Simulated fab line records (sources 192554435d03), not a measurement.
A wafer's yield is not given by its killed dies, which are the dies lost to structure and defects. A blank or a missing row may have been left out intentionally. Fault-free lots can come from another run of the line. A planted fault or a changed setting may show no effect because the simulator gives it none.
fab line records ; flow n5Finfet
record: lots: 4; wafers: 12; lastDay: 17
route steps=1938 shown BEOL_M14@1761 BEOL_M15@1773
lots with no fault: from the same line, run without faults
startH: start of the lot's first displayed wafer, in hours after the record's first day ; waitH: hours since the lot's step before ; " repeats the value in the row above ; L1.1+2: several wafers, shown together as one row ; - no value, or no start was given ; * or withheld: withheld ; < > ~ a bound
route shown NAME@n: NAME is a module with steps in the file, n the number in the route of the first one ; usual: average and standard deviation across the fault-free wafers ; same: alike in all rows ; chamber/n: place in a boat ; sites: the reading at each site ; _std_site: their standard deviation ; _edge_site: the outer-site mean with the inner-site mean subtracted ; radiusMm: for every site, how far away it sits from the centre of the wafer ; mask NAME#n: copy n ; behind: the last tool/chamber to shape the wafer ; hold: the reason the lot was held/the length of the hold in hours/how it ended ; device: whichever transistor did not switch (one of n, p or np) ; end of line: at the end of the route, the tests of the same wafers ; a step without rows: its recipe alone ; killed: the dies lost at the first sort to structure and to defects; this is not the yield of the wafer ; map: dies across one wafer; x = killed, . = not, _ = none there
set.NAME: the setting as run; set.NAME@STEP: as run at that earlier step ; model.NAME: the simulator's own value behind a step, which no gauge read
certain route steps with their lots: each step a table, each wafer a row
services: a tool's chamber out of use, with start hour (startH, from the record's first day; less than 0 if before it), hours out, and reason
== steps ==
step: N5_BEOL_M14_PRE_CLEAN_42
recipe: gas: H2/He; timeS: 30; tempC: 300
step: N5_BEOL_M14_SPUTTER_43
recipe: material: TaN; targetThkA: 150; tempC: 50; biasV: 168.6; powerW: 15000; chamberPressurePa: 0.12; timeS: 24.19
step: N5_BEOL_M14_SPUTTER_44
recipe: material: Ta; targetThkA: 150; tempC: 50; biasV: 80; powerW: 15000; chamberPressurePa: 0.07; timeS: 24.19
step: N5_BEOL_M14_SPUTTER_45
recipe: material: Cu; targetThkA: 1000; tempC: -20; biasV: 60; powerW: 26000; chamberPressurePa: 0.13; timeS: 16.67
step: N5_BEOL_M14_ECD_47
recipe: material: Cu; targetThkA: 12480
step: N5_BEOL_M14_ANNEAL_48
recipe: tempC: 225; timeS: 90; ambient: N2
step: N5_BEOL_M14_CMP_49
recipe: stopOn: SiO2; tOverpolishS: 5.2; downForcePsi: 2; platenRpm: 80; clearingPlatenDownForcePsi: 2; clearingPlatenRpm: 80; postCmpClean: cuAlkaline; targetThkNm: 560; clearingPlatenPadVelocityMS: 1.5917; padVelocityMS: 1.5917
step: N5_BEOL_M14_PRE_CLEAN_52
recipe: gas: NH3; timeS: 15; tempC: withheld; rfPowerW: 300
step: N5_BEOL_M14_DEP_53
recipe: material: SiCN; targetThkA: 500; tempC: withheld; precursor: 3MS/NH3; pressureTorr: 3; rfW: 675; timeS: 17.8
step: N5_BEOL_M15_ILD_DEP_00
recipe: material: SiO2; targetThkA: 16293; tempC: 400; precursor: TEOS/O2; pressureTorr: 6.5; rfW: 900; teosFlowSccm: 161.4; gas: O2; flowSccm: 2650; timeS: 346.1
usual: heaterPowerW: 572/91; rfFwdPowerW: 898.2/2.8; runLengthS: 388.8/0.48; showerheadPlenumPTorr: 8.38/0.035; throttleValvePct: 18.6/1
lot.wafer;tool;chamber;startH;waitH;heaterPowerW;rfFwdPowerW;runLengthS;showerheadPlenumPTorr;throttleValvePct;model.SiO2_of_BEOL_M15_ILD_DEP_00.thkNm
L243.1;pecvd-03;1;253.65;0.0;535;901.0;389.1;8.37;18.1;1628
L243.2;pecvd-03;0;253.65;0.0;665;890.2;389.3;8.41;17.8;1655
L243.3;pecvd-03;2;253.65;0.0;550;896.8;389.3;8.44;18.0;1618
L251.1;pecvd-03;2;313.09;0.0;516;896.2;388.8;8.41;18.3;1625
L251.3;pecvd-03;1;313.09;0.0;570;892.3;627.5;8.37;18.1;2690
L251.4;pecvd-03;0;313.09;0.0;577;899.6;389.0;8.42;17.9;1671
L253.1;pecvd-03;1;324.11;0.0;571;899.0;389.3;8.37;17.9;1599
L253.3;pecvd-03;2;324.11;0.0;499;898.1;627.1;8.41;18.3;2727
L253.4;pecvd-03;1;324.11;0.0;432;902.4;389.1;8.35;17.9;1620
L261.1;pecvd-01;0;374.73;0.0;447;898.5;388.4;8.34;18.3;1620
L261.2;pecvd-01;2;374.73;0.0;553;897.5;388.8;8.43;17.7;1615
L261.5;pecvd-01;2;374.73;0.0;627;902.1;389.1;8.45;17.4;1657
step: N5_BEOL_M15_THK_MEAS_01
recipe: reads: SiO2_of_BEOL_M15_ILD_DEP_00
usual: M15_ILD_THK: 1620/26
lot.wafer;tool;chamber;startH;waitH;M15_ILD_THK[nm]
L243.1;filmMetro-01;-;253.90;0.1;1627
L243.2;filmMetro-01;-;253.90;0.1;1655
L243.3;filmMetro-01;-;253.90;0.1;1618
L251.1;filmMetro-02;-;313.34;0.1;1625
L251.3;filmMetro-02;-;313.34;0.1;2690
L251.4;filmMetro-02;-;313.34;0.1;1670
L253.1;filmMetro-02;-;324.36;0.1;1599
L253.3;filmMetro-02;-;324.36;0.1;2727
L253.4;filmMetro-02;-;324.36;0.1;1621
L261.1;filmMetro-02;-;374.98;0.1;1620
L261.2;filmMetro-02;-;374.98;0.1;1614
L261.5;filmMetro-02;-;374.98;0.1;1657
step: N5_BEOL_M15_COAT_58
recipe: resist: BARC; tempC: 205; timeS: 60; spinRpm: 1500; resistThkNm: 89
step: N5_BEOL_M15_COAT_04
recipe: spinRpm: 1704; resistThkNm: 800
step: N5_BEOL_M15_EBR_06
recipe: solvent: PGMEA; ebrWidthMm: 1.5
step: N5_BEOL_M15_SOFTBAKE_05
recipe: tempC: 130; timeS: 60
step: N5_BEOL_M15_EXPOSE_07
recipe: maskId: V14; na: 0.8; sourceShape: annular; sigmaInner: 0.5; sigmaOuter: 0.8; polarization: unpolarized; attpsmPhaseDeg: 180; doseMj: 41.25
step: N5_BEOL_M15_PEB_08
recipe: pebTempC: 130; pebTimeS: 90
step: N5_BEOL_M15_DEVELOP_09
recipe: developTimeS: 45; rinseLiquid: diw; dry: airSpin; devTempC: 21
step: N5_BEOL_M15_HARDBAKE_14
recipe: tempC: 130; timeS: 120
step: N5_BEOL_M15_DESCUM_15
recipe: chemistry: O2; timeS: 7.9; sourcePowerW: 50; biasPowerW: 20; pressureMtorr: 20; rfFrequencyHz: 2.712e+07; tempC: 40; o2FlowSccm: 225
step: N5_BEOL_M15_ETCH_59
recipe: chemistry: N2/H2; target: BARC; targetDepthA: 890; overetchA: 267; timeS: 67.9; ionEnergyEv: 200; pressureMtorr: 30; sourceW: 840; biasW: 150; n2FlowSccm: 200; h2FlowSccm: 200
step: N5_BEOL_M15_VIA_ETCH_16
recipe: chemistry: C4F8/O2/Ar; target: SiO2; heInnerTorr: 15; heOuterTorr: 30; targetDepthA: 17922; timeS: withheld; ionEnergyEv: 800; pressureMtorr: 20; sourceW: 1905; biasW: 2040; Ar_flow_sccm: 400; C4F8_flow_sccm: 16; O2_flow_sccm: 12; ends: cleared
usual: drypumpMotorCurrentA: 5.8/0.59; oesProductAu: 0.72/0.078; rfFwdPowerW: 1900/6.5; rfVppV: 2249/37; showerheadPlenumPTorr: 3.45/0.11; throttleValvePct: 30.9/0.32
lot.wafer;tool;chamber;startH;waitH;drypumpMotorCurrentA;oesProductAu;rfFwdPowerW;rfVppV;showerheadPlenumPTorr;throttleValvePct;model.etch.depthNm;model.coat_of_BEOL_M15_COAT_04.thkNm
L243.1;rieDiel-03;0;254.56;0.0;5.0;0.76;1893;2236;3.46;30.4;1628;332.4
L243.2;rieDiel-03;3;254.56;0.0;6.3;0.63;1898;2279;3.56;30.9;1655;324.4
L243.3;rieDiel-03;1;254.56;0.0;5.3;0.67;1907;2257;3.44;30.9;1618;336.8
L251.1;rieDiel-03;2;313.82;0.0;5.5;0.83;1894;2300;3.67;30.8;1625;331.6
L251.3;rieDiel-03;0;313.82;0.0;5.0;0.81;-;2235;3.44;30.5;2690;83.2
L251.4;rieDiel-03;2;313.82;0.0;5.5;0.83;1907;2298;3.67;30.8;1671;321.8
L253.1;rieDiel-04;3;324.86;0.0;6.6;0.62;1914;2254;3.26;31.1;1599;335.2
L253.3;rieDiel-04;1;324.86;0.0;6.6;0.75;-;2270;3.47;31.4;2727;69.6
L253.4;rieDiel-04;0;324.86;0.0;5.7;0.80;1898;2222;3.50;31.2;1620;333.8
L261.1;rieDiel-01;1;375.65;0.0;5.2;0.87;1899;2172;3.35;30.8;1620;335.8
L261.2;rieDiel-01;3;375.65;0.0;6.4;0.73;1903;2240;3.36;31.0;1615;333.8
L261.5;rieDiel-01;0;375.65;0.0;4.8;0.74;1902;2189;3.46;30.8;1657;327.6
step: N5_BEOL_M15_STRIP_63
recipe: chemistry: O2; powerW: 600; tempC: 60; pressureMtorr: 30; rfFrequencyHz: 6e+07; biasPowerW: 0; overashFraction: 0.3; o2FlowSccm: 225
step: N5_BEOL_M15_STRIP_64
recipe: chemistry: O2; powerW: 600; tempC: 60; pressureMtorr: 30; rfFrequencyHz: 6e+07; biasPowerW: 0; overashFraction: 0.3; o2FlowSccm: 225
step: N5_BEOL_M15_STRIP_65
recipe: chemistry: postEtchResidueRemover; timeS: 60; tempC: 25; removerPh: withheld; removerWaterWtPct: withheld; removerFluorideWtPct: withheld
step: N5_BEOL_M15_SRD_66
recipe: timeS: 30; tempC: 23; rinseLiquid: diw; dry: n2Spin; spinRpm: 1500; dryTimeS: 30
step: N5_BEOL_M15_CD_MEAS_17
recipe: targetCdNm: 360; polarity: opening
usual: cdNm: 360.5/2
lot.wafer;tool;chamber;startH;waitH;cdNm
L243.1;cdSem-03;-;254.97;0.0;359.6
L243.2;cdSem-03;-;254.97;0.0;361.4
L243.3;cdSem-03;-;254.97;0.0;357.1
L251.1;cdSem-03;-;314.23;0.0;361.6
L251.3;cdSem-03;-;314.23;0.0;367.7
L251.4;cdSem-03;-;314.23;0.0;360.7
L253.1;cdSem-01;-;325.27;0.0;363.0
L253.3;cdSem-01;-;325.27;0.0;370.2
L253.4;cdSem-01;-;325.27;0.0;364.1
L261.1;cdSem-02;-;376.06;0.0;365.8
L261.2;cdSem-02;-;376.06;0.0;359.8
L261.5;cdSem-02;-;376.06;0.0;361.5
step: N5_BEOL_M15_COAT_56
recipe: resist: SOC; tempC: 250; timeS: 60; spinRpm: 1500; resistThkNm: 550
step: N5_BEOL_M15_ETCH_57
recipe: chemistry: N2/H2; target: SOC; sourceW: 3000; biasW: 350; timeS: 750; ionEnergyEv: 200; pressureMtorr: 30; n2FlowSccm: 200; h2FlowSccm: 200
step: N5_BEOL_M15_COAT_60
recipe: resist: BARC; tempC: 205; timeS: 60; spinRpm: 1500; resistThkNm: 89
step: N5_BEOL_M15_COAT_22
recipe: spinRpm: 1704; resistThkNm: 800
step: N5_BEOL_M15_EBR_24
recipe: solvent: PGMEA; ebrWidthMm: 1.5
step: N5_BEOL_M15_SOFTBAKE_23
recipe: tempC: 130; timeS: 60
step: N5_BEOL_M15_EXPOSE_25
recipe: maskId: M15; na: 0.8; sourceShape: annular; sigmaInner: 0.5; sigmaOuter: 0.8; polarization: unpolarized; targetCdNm: 400; doseMj: 35.5
step: N5_BEOL_M15_PEB_26
recipe: pebTempC: 130; pebTimeS: 90
step: N5_BEOL_M15_DEVELOP_27
recipe: developTimeS: 45; rinseLiquid: diw; dry: airSpin; devTempC: 21
step: N5_BEOL_M15_CMP_49
recipe: stopOn: SiO2; tOverpolishS: 4.9; downForcePsi: 2; platenRpm: 80; clearingPlatenDownForcePsi: 2; clearingPlatenRpm: 80; postCmpClean: cuAlkaline; targetThkNm: 850; clearingPlatenPadVelocityMS: 1.5917; padVelocityMS: 1.5917
usual: clearingPlatenRpm: 80.00/0.049; motorCurrentA: 7.8/0.58
lot.wafer;tool;chamber;startH;waitH;clearingPlatenRpm;motorCurrentA;model.SiO2_of_BEOL_M15_ILD_DEP_00.thkNm
L243.3;cmp-04;0;260.12;0.2;80.00;8.0;1540
L243.1;cmp-04;1;260.12;0.2;80.04;7.8;1546
L243.2;cmp-04;2;260.12;0.2;79.96;7.9;1575
L251.1;cmp-04;1;318.14;0.3;79.99;7.5;1546
L251.4;cmp-04;2;318.14;0.3;79.94;8.1;1590
L251.3;cmp-04;3;318.14;0.3;79.97;7.3;2611
L253.4;cmp-01;2;331.70;0.1;79.95;7.7;1541
L253.3;cmp-01;3;331.70;0.1;79.94;7.8;2646
L253.1;cmp-01;0;331.70;0.1;80.01;8.2;1520
L261.1;cmp-01;1;380.54;0.3;80.03;7.7;1541
L261.2;cmp-01;2;380.54;0.3;80.02;7.6;1534
L261.5;cmp-01;2;380.54;0.3;80.01;7.4;1577
== services ==
tool;chamber;startH;hours;kind
rieDiel-01;1;240.27;4.0;repair
rieDiel-03;2;265.86;-;clean
rieDiel-03;2;265.86;-;consumableReplace:focusRing
rieDiel-03;2;265.86;-;consumableReplace:showerhead
rieDiel-03;2;265.86;14.9;scheduledDown
rieDiel-03;2;265.86;14.9;ventCycle
cmp-01;-;269.35;1.0;repair
rieDiel-04;2;273.35;7.5;repair
pecvd-01;-;289.64;1.0;repair
cmp-04;-;303.32;4.0;pm
cmp-04;-;307.32;-;consumableReplace:conditioner
cmp-04;-;307.32;-;consumableReplace:pad
rieDiel-03;3;316.84;-;clean
rieDiel-03;3;316.84;-;consumableReplace:focusRing
rieDiel-03;3;316.84;13.1;scheduledDown
rieDiel-03;3;316.84;13.1;ventCycle
rieDiel-04;1;328.93;6.7;repair
cmp-01;-;340.63;5.8;pm
pecvd-03;2;351.75;2.1;scheduledDown
rieDiel-01;3;357.36;12.1;repair
pecvd-03;0;357.77;12.8;repair
rieDiel-01;2;358.45;3.4;repair
cmp-04;-;368.99;1.0;repair
cmp-01;-;371.83;0.4;repair
== key ==
firstSign: step: N5_BEOL_M15_ILD_DEP_00; reading: runLengthS; direction: up; sigmas: 99+; usual: *; struck: *
effect: step: N5_BEOL_M15_THK_MEAS_01; reading: M15_ILD_THK; direction: up; sigmas: 42; usual: 1620; struck: 2708
effect: step: N5_BEOL_M15_CD_MEAS_17; reading: cdNm; direction: up; sigmas: 4.3; usual: 360.5; struck: 368.9
modelEffect: step: N5_BEOL_M15_ILD_DEP_00; value: SiO2_of_BEOL_M15_ILD_DEP_00.thkNm; without: 1597; struck: 2708
modelEffect: step: N5_BEOL_M15_VIA_ETCH_16; value: etch.depthNm; without: 1597; struck: 2708
modelEffect: step: N5_BEOL_M15_CMP_49; value: SiO2_of_BEOL_M15_ILD_DEP_00.thkNm; without: 1517; struck: 2629
metAt N5_BEOL_M15_ILD_DEP_00
struckWafers L251.3,L253.3
onsetBetween 253.65 313.09
fault: kind: processParameterDrift; tool: pecvd-03; chamber: -; onsetH: 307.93; steps: N5_BEOL_M15_ILD_DEP_00; channel: timeS; offset: *; shape: step; endH: 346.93; scope: struckWafersOnly; actsIn: *; stated: *
